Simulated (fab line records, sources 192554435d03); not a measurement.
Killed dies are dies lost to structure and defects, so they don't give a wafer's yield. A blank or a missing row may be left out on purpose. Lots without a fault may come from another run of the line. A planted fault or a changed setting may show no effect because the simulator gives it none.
fab line records | flow n5_finfet
record lots=7 wafers=21
route steps=1938 shown MOL_CONTACT_COAG@565 BEOL_M0_SAQP@636 BEOL_M1@754
start_h: hours from the record's first day to the start of the lot's first wafer shown | wait_h: hours since the lot's step before | " the same as in the row above | L1.1+2: a row that stands for several wafers | - no value, or no start given | * or withheld: withheld | < > ~ a bound
route shown NAME@n: a module of which the file shows steps, and the number in the route of the first | usual: mean/standard deviation of fault-free wafers | same: alike in all rows | chamber/n: place in a boat | sites: the reading at each site | _std_site: their standard deviation | _edge_site: outer sites' mean less inner sites' | radius_mm: how far each site lies from the wafer's centre | mask NAME#n: copy n | behind: the tool/chamber that last shaped the wafer | hold: why the lot was held/for how many hours/how that ended | device: the transistor (n, p or np) that didn't switch | end of line: the same wafers' tests at the end of the route | a step without rows: its recipe alone | killed: dies lost to structure and defects at the first sort, not the wafer's yield | map: a wafer's dies, x killed, . not, _ none there
set.NAME: the setting as run; set.NAME@STEP: as run at that earlier step | model.NAME: the simulator's own value behind a step, which no gauge read
lots whose settings were changed on purpose; a table a step, a row a wafer
## steps
# step N5_MOL_CONTACT_COAG_COAT_76
# recipe resist=SiARC temp_c=220 time_s=60 spin_rpm=1500 resist_thk_nm=10
# columns lot.wafer tool chamber start_h wait_h set.spin_rpm model.SiARC_of_MOL_CONTACT_COAG_COAT_76.thk_nm
L074.1+3 litho_track-04 0 - - 1395 10.4
L074.4 " 0 " " 1500 10
L076.1+2+5 litho_track-05 0 - - 1500 10
L077.1 litho_track-05 0 - - 1500 10
L077.4+5 " 0 " " 1605 9.6
L079.2+6 litho_track-01 0 - - 1644 9.6
L079.3 " 0 " " 1500 10
L084.1+3+4 litho_track-04 0 - - 1500 10
L090.1+6 litho_track-01 0 - - 1500 10
L090.2 " 0 " " 1391 10.4
L091.1+3+6 litho_track-05 0 - - 1500 10
# step N5_MOL_CONTACT_COAG_COAT_77
# recipe resist=underlayer temp_c=205 time_s=60 spin_rpm=1500 resist_thk_nm=10
# step N5_MOL_CONTACT_COAG_COAT_78
# recipe resist=CAR-EUV spin_rpm=1500 resist_thk_nm=40
# step N5_MOL_CONTACT_COAG_DESCUM_88
# recipe chemistry=O2 time_s=7 source_power_w=50 bias_power_w=20 pressure_mtorr=20 rf_frequency_hz=2.712e+07 temp_c=40 resist=CAR-EUV o2_flow_sccm=225
# step N5_MOL_CONTACT_COAG_ETCH_89
# recipe chemistry=N2/H2 target=underlayer target_depth_a=130 mask_material=CAR-EUV time_s=10.4 ion_energy_ev=200 pressure_mtorr=30 source_w=840 bias_w=150 n2_flow_sccm=200 h2_flow_sccm=200 ends=cleared
# step N5_MOL_CONTACT_COAG_ETCH_90
# recipe chemistry=CF4 target=SiARC target_depth_a=130 mask_material=CAR-EUV time_s=21.7 ion_energy_ev=80 pressure_mtorr=40 source_w=545 bias_w=36 Ar_flow_sccm=100 cf4_flow_sccm=100 ends=cleared
# usual etch_rf_on_time_s=21.8/0.33
# columns lot.wafer tool chamber start_h wait_h set.spin_rpm@MOL_CONTACT_COAG_COAT_76 etch_rf_on_time_s model.etch.depth_nm
L074.1 rie_diel-03 3 99.99 0.0 1395 22.5 10.38
L074.3 " 2 " " 1395 22.6 10.36
L074.4 " 1 " " 1500 21.4 10.01
L076.1 rie_diel-06 2 112.61 0.0 1500 21.8 10.06
L076.2 " 0 " " 1500 22.0 10.03
L076.5 " 0 " " 1500 22.0 10.01
L077.1 rie_diel-06 0 118.01 0.0 1500 21.6 9.995
L077.4 " 2 " " 1605 20.6 9.665
L077.5 " 0 " " 1605 21.1 9.668
L079.2 rie_diel-03 3 131.97 0.0 1644 20.5 9.547
L079.3 " 1 " " 1500 21.5 9.995
L079.6 " 3 " " 1644 20.8 9.549
L084.1 rie_diel-03 0 160.26 0.0 1500 22.1 10.03
L084.3 " 2 " " 1500 21.6 10.02
L084.4 " 3 " " 1500 21.8 10.03
L090.1 rie_diel-06 1 201.84 0.0 1500 21.6 10.03
L090.2 " 2 " " 1391 22.6 10.42
L090.6 " 1 " " 1500 21.8 10.05
L091.1 rie_diel-03 1 202.77 0.0 1500 21.4 9.973
L091.3 " 0 " " 1500 21.9 9.967
L091.6 " 3 " " 1500 21.6 9.975
# step N5_MOL_CONTACT_COAG_ALD_131
# recipe material=SiO2 target_thk_a=50 temp_c=100 ald_precursor_family=BDEAS ald_co_reactant=O2-plasma pulse_time_s=1 co_reactant_pulse_time_s=1 purge_time_s=2 co_reactant_purge_time_s=2 ald_cycles=35 pressure_torr=2
# step N5_MOL_CONTACT_COAG_ETCHBACK_132
# recipe chemistry=CHF3 target=SiO2 target_depth_a=100 time_s=6.7 ion_energy_ev=200 pressure_mtorr=30 source_w=610 bias_w=170 Ar_flow_sccm=200 CHF3_flow_sccm=50
# step N5_MOL_CONTACT_COAG_ETCH_91
# recipe chemistry=N2/H2 target=SOC target_depth_a=600 overetch_a=210 mask_material=SiARC temp_c=40 time_s=101.2 ion_energy_ev=200 pressure_mtorr=30 source_w=840 bias_w=150 n2_flow_sccm=200 h2_flow_sccm=200
# columns lot.wafer tool chamber start_h wait_h set.spin_rpm@MOL_CONTACT_COAG_COAT_76 model.SiARC_of_MOL_CONTACT_COAG_COAT_76.thk_nm
L074.1+3 rie_diel-05 1,2 100.81 0.0 1395 6.2
L074.4 " 3 " " 1500 5.8
L076.1+2 rie_diel-03 1,2 112.92 0.0 1500 5.8
L076.5 " 1 " " 1500 5.6
L077.1 rie_diel-06 3 118.30 0.0 1500 5.8
L077.4 " 2 " " 1605 5.4
L077.5 " 0 " " 1605 5.6
L079.2 rie_diel-05 1 132.26 0.0 1644 5.4
L079.3 " 0 " " 1500 6
L079.6 " 0 " " 1644 5.6
L084.1+3+4 rie_diel-03 3,2,1 160.55 0.0 1500 5.8
L090.1 rie_diel-06 1 202.42 0.0 1500 5.8
L090.2 " 3 " " 1391 6.2
L090.6 " 0 " " 1500 6
L091.1+3+6 rie_diel-06 1,0,3 203.07 0.0 1500 5.8
# step N5_MOL_CONTACT_COAG_STRIP_92
# recipe chemistry=N2/H2 temp_c=40 n2_flow_sccm=200 h2_flow_sccm=200 rf_frequency_hz=6e+07
# step N5_MOL_CONTACT_COAG_STRIP_93
# recipe chemistry=N2/H2 temp_c=40 n2_flow_sccm=200 h2_flow_sccm=200 rf_frequency_hz=6e+07
# step N5_MOL_CONTACT_COAG_ETCHBACK_135
# recipe chemistry=CHF3 target=SiO2 target_depth_a=250 time_s=16.7 ion_energy_ev=200 pressure_mtorr=30 source_w=610 bias_w=170 Ar_flow_sccm=200 CHF3_flow_sccm=50
# step N5_MOL_CONTACT_COAG_STRIP_118
# recipe chemistry=CHF3 resist=SiARC rf_frequency_hz=6e+07
# step N5_MOL_CONTACT_COAG_VIA_ETCH_46
# recipe chemistry=C4F6/O2 target_depth_a=460 overetch_a=92 mask_material=SOC target=SiO2 bias_w=455 pressure_mtorr=10 time_s=40 source_w=325 Ar_flow_sccm=300 C4F6_flow_sccm=10 O2_flow_sccm=10 ion_energy_ev=575.3 ends=end_point
# columns lot.wafer tool chamber start_h wait_h set.time_s@MOL_CONTACT_COAG_PECVD_31 model.etch.depth_nm
L074.1 rie_diel-05 1 100.94 0.0 8.9 45.75
L074.3 " 2 " " 8.9 45.43
L074.4 " 3 " " 7.986 41.3
L076.1+5 rie_diel-03 1 113.05 0.0 8.9 46.16
L076.2 " 2 " " 8.9 45.97
L077.1 rie_diel-06 3 118.43 0.0 8.9 46.09
L077.4 " 2 " " 8.9 46.74
L077.5 " 0 " " 8.9 47.02
L079.2 rie_diel-05 1 132.38 0.0 8.9 45.78
L079.3 " 0 " " 9.274 47.53
L079.6 " 0 " " 8.9 46.79
L084.1 rie_diel-03 3 160.67 0.0 8.9 46.43
L084.3+4 " 2,1 " " 8.9 46.62
L090.1 rie_diel-06 1 202.54 0.0 7.765 40.34
L090.2 " 3 " " 8.9 46.53
L090.6 " 0 " " 8.9 47.55
L091.1 rie_diel-06 1 203.19 0.0 8.9 45.07
L091.3 " 0 " " 8.9 44.72
L091.6 " 3 " " 8.9 45.53
# step N5_BEOL_M0_SAQP_PECVD_96
# recipe material=a-Si target_thk_a=450 temp_c=350 precursor=SiH4/He pressure_torr=3 rf_w=100 time_s=45.2
# columns lot.wafer tool chamber start_h wait_h set.time_s model.a-Si_of_BEOL_M0_SAQP_PECVD_96.thk_nm
L074.1 pecvd-02 2 108.62 0.0 49.93 49.6
L074.3 " 0 " " 49.93 49.2
L074.4 " 1 " " 49.93 50.4
L076.1 pecvd-03 1 119.66 0.0 45.2 45
L076.2 " 2 " " 45.2 44.8
L076.5 " 0 " " 45.2 45.6
L077.1 pecvd-02 0 125.84 0.0 42.16 41.6
L077.4+5 " 0,1 " " 45.2 45
L079.2 pecvd-01 0 139.30 0.0 45.2 44.2
L079.3 " 2 " " 45.2 44.8
L079.6 " 1 " " 45.2 45.8
L084.1 pecvd-02 2 169.28 0.0 45.2 45
L084.3 " 0 " " 51.38 50.8
L084.4 " 0 " " 45.2 45.4
L090.1 pecvd-01 2 209.37 0.0 50.73 50.2
L090.2 " 0 " " 50.73 49.4
L090.6 " 0 " " 45.2 45.2
L091.1+3 pecvd-01 0,2 213.00 0.0 45.2 44.6
L091.6 " 0 " " 45.2 45.4
# step N5_BEOL_M0_SAQP_COAT_08
# recipe resist=CAR-ArF spin_rpm=1500 resist_thk_nm=90
# columns lot.wafer tool chamber start_h wait_h set.spin_rpm model.CAR-ArF_of_BEOL_M0_SAQP_COAT_08.thk_nm
L074.1 litho_track-01 0 - - 1395 93.6
L074.3 " 0 " " 1500 89.8
L074.4 " 0 " " 1500 90
L076.1 litho_track-01 0 - - 1500 89.8
L076.2+5 " 0 " " 1500 90
L077.1+4 litho_track-01 0 - - 1362 94.4
L077.5 " 0 " " 1500 90.2
L079.2 litho_track-03 0 - - 1558 88
L079.3+6 " 0 " " 1500 89.8
L084.1+3 litho_track-01 0 - - 1612 87.2
L084.4 " 0 " " 1500 90.2
L090.1+6 litho_track-02 0 - - 1372 94.2
L090.2 " 0 " " 1500 90
L091.1+3+6 litho_track-03 0 - - 1500 90
# step N5_BEOL_M0_SAQP_EBR_10
# recipe solvent=PGMEA ebr_width_mm=1.5
# step N5_BEOL_M0_SAQP_SOFTBAKE_09
# recipe temp_c=110 time_s=60 resist=CAR-ArF
# step N5_BEOL_M0_SAQP_EXPOSE_11
# recipe mask_id=M0_CORE na=1.35 source_shape=dipole sigma_inner=0.538 sigma_outer=0.738 polarization=te target_cd_nm=42 dose_mj=55
# step N5_BEOL_M0_SAQP_PEB_12
# recipe peb_temp_c=withheld peb_time_s=60 resist=CAR-ArF
# step N5_BEOL_M0_SAQP_DEVELOP_13
# recipe develop_time_s=30 developer=TMAH resist=CAR-ArF dev_temp_c=23 rinse_liquid=diw dry=air_spin
# columns lot.wafer tool chamber start_h wait_h set.spin_rpm@BEOL_M0_SAQP_COAT_08 model.CAR-ArF_of_BEOL_M0_SAQP_COAT_08.thk_nm
L074.1 litho_track-02 0 - - 1395 92
L074.3 " 0 " " 1500 88.2
L074.4 " 0 " " 1500 88.4
L076.1 litho_track-01 0 - - 1500 88
L076.2+5 " 0 " " 1500 88.2
L077.1+4 litho_track-03 0 - - 1362 92.8
L077.5 " 0 " " 1500 88.4
L079.2 litho_track-01 0 - - 1558 86.4
L079.3+6 " 0 " " 1500 88.2
L084.1 litho_track-01 0 - - 1612 85.4
L084.3 " 0 " " 1612 85.6
L084.4 " 0 " " 1500 88.6
L090.1+6 litho_track-01 0 - - 1372 92.6
L090.2 " 0 " " 1500 88.2
L091.1+3+6 litho_track-03 0 - - 1500 88.2
# step N5_BEOL_M0_SAQP_ETCH_101
# recipe chemistry=CH3F/O2 target=SiNx mask_material=SiO2 target_depth_a=299 time_s=42.7 pressure_mtorr=30 source_w=395 bias_w=73 Ar_flow_sccm=150 CH3F_flow_sccm=30 O2_flow_sccm=20 ion_energy_ev=120
# step N5_BEOL_M0_SAQP_ETCH_102
# recipe chemistry=CF4 target=SiO2 target_depth_a=40 ion_energy_ev=350 time_s=4.4 pressure_mtorr=10 icp_w=800 bias_w=400 cf4_flow_sccm=80
# step N5_BEOL_M0_SAQP_MANDREL_ETCH_103
# recipe chemistry=HBr/Cl2 target=a-Si target_depth_a=450 bt_time_s=10 stop_on=SiCN mask_material=SiO2 over_etch_frac=0.8 time_s=27 pressure_mtorr=10 icp_w=800 bias_w=75 HBr_flow_sccm=150 Cl2_flow_sccm=80 ends=end_point
# usual oes_product_au=0.680/0.0086
# columns lot.wafer tool chamber start_h wait_h set.time_s@BEOL_M0_SAQP_PECVD_96 oes_product_au model.etch.depth_nm
L074.1 rie_si-05 2 111.12 0.0 49.93 0.721 49.67
L074.3 " 0 " " 49.93 0.724 49.24
L074.4 " 3 " " 49.93 0.735 50.5
L076.1 rie_si-02 2 122.32 0.0 45.2 0.691 44.93
L076.2 " 0 " " 45.2 0.674 44.82
L076.5 " 1 " " 45.2 0.682 45.65
L077.1 rie_si-02 2 128.46 0.0 42.16 0.667 41.66
L077.4 " 0 " " 45.2 0.676 45.08
L077.5 " 1 " " 45.2 0.680 45.01
L079.2 rie_si-05 0 141.79 0.0 45.2 0.680 44.14
L079.3 " 1 " " 45.2 0.681 44.82
L079.6 " 2 " " 45.2 0.682 45.86
L084.1 rie_si-05 1 172.67 0.0 45.2 0.675 44.98
L084.3 " 0 " " 51.38 0.737 50.89
L084.4 " 3 " " 45.2 0.694 45.48
L090.1 rie_si-05 3 212.88 0.0 50.73 0.735 50.26
L090.2 " 0 " " 50.73 0.704 49.46
L090.6 " 1 " " 45.2 0.673 45.16
L091.1 rie_si-05 0 216.54 0.0 45.2 0.670 44.56
L091.3 " 2 " " 45.2 0.679 44.69
L091.6 " 3 " " 45.2 0.689 45.31
# step N5_BEOL_M0_SAQP_RECESS_104
# recipe chemistry=HF/NH3 target=SiO2 target_depth_a=180 afs_cycles=3 temp_c=30 sublimation_temp_c=180 sublimation_time_s=60
# step N5_BEOL_M0_SAQP_COAT_105
# recipe resist=SOC temp_c=250 time_s=60 spin_rpm=1500 resist_thk_nm=100
# step N5_BEOL_M0_SAQP_STRIP_108
# recipe chemistry=N2/H2 power_w=500 temp_c=40 pressure_mtorr=50 rf_frequency_hz=6e+07 overash_fraction=0.3 bias_power_w=28 h2_frac=0.5 n2_flow_sccm=300 h2_flow_sccm=300
# step N5_BEOL_M0_SAQP_RECESS_109
# recipe chemistry=HF/NH3 target=SiO2 target_depth_a=30 afs_cycles=1 temp_c=30 sublimation_temp_c=180 sublimation_time_s=60
# step N5_BEOL_M0_SAQP_SPACER2_ALD_26
# recipe material=SiO2 target_thk_a=150 temp_c=300 ald_precursor_family=BDEAS ald_co_reactant=O2-plasma pulse_time_s=1 purge_time_s=2 co_reactant_purge_time_s=2 pressure_torr=2
# columns lot.wafer tool chamber start_h wait_h set.time_s@BEOL_M0_SAQP_PECVD_96 model.a-Si_of_BEOL_M0_SAQP_PECVD_96.thk_nm
L074.1 ald_sin-01 2 111.95 0.1 49.93 49
L074.3 " 3 " " 49.93 48.4
L074.4 " 0 " " 49.93 49.8
L076.1 ald_sin-04 0 123.15 0.1 45.2 44.2
L076.2 " 2 " " 45.2 44
L076.5 " 2 " " 45.2 45
L077.1 ald_sin-03 2 130.40 1.2 42.16 41
L077.4 " 1 " " 45.2 44.4
L077.5 " 3 " " 45.2 44.2
L079.2 ald_sin-01 0 143.69 1.2 45.2 43.4
L079.3 " 1 " " 45.2 44
L079.6 " 2 " " 45.2 45.2
L084.1 ald_sin-04 2 173.76 0.1 45.2 44.2
L084.3 " 3 " " 51.38 50.2
L084.4 " 0 " " 45.2 44.8
L090.1 ald_sin-01 3 215.40 1.6 50.73 49.6
L090.2 " 2 " " 50.73 48.8
L090.6 " 1 " " 45.2 44.4
L091.1 ald_sin-01 2 218.13 0.6 45.2 43.8
L091.3 " 3 " " 45.2 44
L091.6 " 0 " " 45.2 44.6
# step N5_BEOL_M0_SAQP_COAT_34
# recipe resist=CAR-EUV spin_rpm=1500 resist_thk_nm=30
# columns lot.wafer tool chamber start_h wait_h set.spin_rpm model.CAR-EUV_of_BEOL_M0_SAQP_COAT_34.thk_nm
L074.1 litho_track-03 0 - - 1500 30
L074.3 " 0 " " 1500 30.2
L074.4 " 0 " " 1667 28.4
L076.1+2 litho_track-02 0 - - 1500 30
L076.5 " 0 " " 1500 30.2
L077.1+5 litho_track-01 0 - - 1368 31.4
L077.4 " 0 " " 1500 30.2
L079.2+3 litho_track-02 0 - - 1445 30.6
L079.6 " 0 " " 1500 30
L084.1 litho_track-01 0 - - 1500 30
L084.3 " 0 " " 1657 28.4
L084.4 " 0 " " 1657 28.6
L090.1+6 litho_track-03 0 - - 1500 29.8
L090.2 " 0 " " 1500 30
L091.1+3 litho_track-01 0 - - 1401 31
L091.6 " 0 " " 1500 30
# step N5_BEOL_M0_SAQP_EBR_36
# recipe solvent=PGMEA ebr_width_mm=1.5
# step N5_BEOL_M0_SAQP_SOFTBAKE_35
# recipe temp_c=110 time_s=60 resist=CAR-EUV
# step N5_BEOL_M0_SAQP_EXPOSE_37
# recipe mask_id=M0_CUT1 na=0.33 source_shape=annular sigma_inner=0.35 sigma_outer=0.8 polarization=unpolarized target_cd_nm=30 dose_mj=44.75
# step N5_BEOL_M0_SAQP_PEB_38
# recipe peb_temp_c=100 peb_time_s=60 resist=CAR-EUV
# step N5_BEOL_M0_SAQP_DEVELOP_39
# recipe develop_time_s=30 developer=TMAH resist=CAR-EUV rinse_liquid=surfactant_rinse dry=air_spin dev_temp_c=23
# columns lot.wafer tool chamber start_h wait_h set.spin_rpm@BEOL_M0_SAQP_COAT_34 model.CAR-EUV_of_BEOL_M0_SAQP_COAT_34.thk_nm
L074.1+3 litho_track-02 0 - - 1500 29.6
L074.4 " 0 " " 1667 28
L076.1+2+5 litho_track-03 0 - - 1500 29.6
L077.1+5 litho_track-03 0 - - 1368 31
L077.4 " 0 " " 1500 29.6
L079.2+3 litho_track-03 0 - - 1445 30.2
L079.6 " 0 " " 1500 29.6
L084.1 litho_track-01 0 - - 1500 29.4
L084.3 " 0 " " 1657 28
L084.4 " 0 " " 1657 28.2
L090.1+2+6 litho_track-02 0 - - 1500 29.4
L091.1+3 litho_track-01 0 - - 1401 30.6
L091.6 " 0 " " 1500 29.6
# step N5_BEOL_M1_HM_DEP_02
# recipe material=TiN target_thk_a=200 temp_c=25 chamber_pressure_pa=0.49996
# columns lot.wafer tool chamber start_h wait_h set.target_thk_a model.TiN_of_BEOL_M1_HM_DEP_02.thk_nm
L074.1 pvd_sputter-02 - 119.80 0.1 200 19.8
L074.3 " - " " 213.4 21.2
L074.4 " - " " 200 20
L076.1+5 pvd_sputter-02 - 133.90 2.0 200 20
L076.2 " - " " 200 20.2
L077.1 pvd_sputter-03 - 138.17 0.8 213 21.8
L077.4+5 " - " " 200 20.2
L079.2+3 pvd_sputter-01 - 154.61 1.3 175.3 17.6
L079.6 " - " " 200 19.8
L084.1 pvd_sputter-02 - 183.79 0.9 188.6 18.8
L084.3+4 " - " " 200 20
L090.1 pvd_sputter-02 - 230.00 3.0 225 22.4
L090.2+6 " - " " 200 19.8
L091.1+3+6 pvd_sputter-02 - 230.70 0.7 200 20.2
## key
split step=N5_MOL_CONTACT_COAG_COAT_76 setting=spin_rpm stated=1500 by=wafer
response step=N5_MOL_CONTACT_COAG_COAT_76 reading=model.SiARC_of_MOL_CONTACT_COAG_COAT_76.thk_nm change=-0.0508 per=1% r=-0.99
response step=N5_MOL_CONTACT_COAG_ETCH_90 reading=etch_rf_on_time_s change=* per=1% r=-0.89
response step=N5_MOL_CONTACT_COAG_ETCH_90 reading=model.etch.depth_nm change=-0.0491 per=1% r=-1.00
response step=N5_MOL_CONTACT_COAG_ETCH_91 reading=model.SiARC_of_MOL_CONTACT_COAG_COAT_76.thk_nm change=-0.0489 per=1% r=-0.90
split step=N5_BEOL_M0_SAQP_PECVD_96 setting=time_s stated=45.2 by=wafer
response step=N5_BEOL_M0_SAQP_PECVD_96 reading=model.a-Si_of_BEOL_M0_SAQP_PECVD_96.thk_nm change=+0.408 per=1% r=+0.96
response step=N5_BEOL_M0_SAQP_MANDREL_ETCH_103 reading=oes_product_au change=+0.00357 per=1% r=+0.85
response step=N5_BEOL_M0_SAQP_MANDREL_ETCH_103 reading=model.etch.depth_nm change=+0.413 per=1% r=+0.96
response step=N5_BEOL_M0_SAQP_SPACER2_ALD_26 reading=model.a-Si_of_BEOL_M0_SAQP_PECVD_96.thk_nm change=+0.416 per=1% r=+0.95
split step=N5_BEOL_M0_SAQP_COAT_08 setting=spin_rpm stated=1500 by=wafer
response step=N5_BEOL_M0_SAQP_COAT_08 reading=model.CAR-ArF_of_BEOL_M0_SAQP_COAT_08.thk_nm change=-0.468 per=1% r=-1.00
response step=N5_BEOL_M0_SAQP_DEVELOP_13 reading=model.CAR-ArF_of_BEOL_M0_SAQP_COAT_08.thk_nm change=-0.484 per=1% r=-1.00
split step=N5_BEOL_M0_SAQP_COAT_34 setting=spin_rpm stated=1500 by=wafer
response step=N5_BEOL_M0_SAQP_COAT_34 reading=model.CAR-EUV_of_BEOL_M0_SAQP_COAT_34.thk_nm change=-0.147 per=1% r=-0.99
response step=N5_BEOL_M0_SAQP_DEVELOP_39 reading=model.CAR-EUV_of_BEOL_M0_SAQP_COAT_34.thk_nm change=-0.143 per=1% r=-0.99
split step=N5_BEOL_M1_HM_DEP_02 setting=target_thk_a stated=200 by=wafer
response step=N5_BEOL_M1_HM_DEP_02 reading=model.TiN_of_BEOL_M1_HM_DEP_02.thk_nm change=+0.2 per=1% r=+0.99
split outside_this_file step=N5_MOL_CONTACT_COAG_PECVD_31 setting=time_s
# split outside_this_file: this setting was split too, and the file shows its column; the key of that split is in another file
